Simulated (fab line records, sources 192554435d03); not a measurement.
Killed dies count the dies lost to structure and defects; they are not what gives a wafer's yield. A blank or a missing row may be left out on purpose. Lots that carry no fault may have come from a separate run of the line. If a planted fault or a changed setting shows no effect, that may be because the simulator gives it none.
Matching of chambers -- flow n5_finfet -- N5_BEOL_M5_CMP_52 on cmp-03 has 4 sister chambers
The step polishes, stops on SiCOH lowk, t overpolish 6.9 s, target thk 62 nm. 4 wafers are shown with their chamber, then 9 later ones without.

WAFERS PAIRED WITH THEIR CHAMBERS
wafer,chamber,motor_current_A (A)
L091.1,3,5.5
L089.3,0,6.3
L089.4,2,5.3
L089.5,1,7.9

WAFERS WITH NO CHAMBER GIVEN
wafer,motor_current_A (A)
L092.2,5.5
L092.3,5.6
L092.4,6.3
L094.2,5.9
L094.3,5.9
L094.5,5.8
L097.1,6.0
L097.3,5.4
L097.4,5.7

WHICH CHAMBER EACH WENT THROUGH
wafer,from the rows above,in truth
L092.2,can't be placed: 3 or 2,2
L092.3,can't be placed: 3 or 2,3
L092.4,0,0
L094.2,can't be placed: 0 or 3 or 2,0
L094.3,can't be placed: 0 or 3 or 2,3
L094.5,can't be placed: 3 or 0 or 2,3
L097.1,can't be placed: 0 or 3 or 2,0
L097.3,can't be placed: 3 or 2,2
L097.4,can't be placed: 3 or 2 or 0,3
Correctly placed: 1 of 9. From these rows, 8 cannot be placed; in 8 the true chamber is one of the candidates. Wrongly placed: 0.
How it was worked out, from the rows above alone: a wafer's distance from a chamber is the root of the sum, over the readings, of the square of ((its reading less the chamber's mean) divided by the reading's scatter). If the next closest chamber is less than 2 further off than the closest, the wafer can't be placed; otherwise it belongs to the closest. Each chamber's mean is taken over the wafers shown for it. The scatter: with one shown wafer a chamber, the root of the mean of the squares of how far each hidden wafer lies from its nearest shown one.
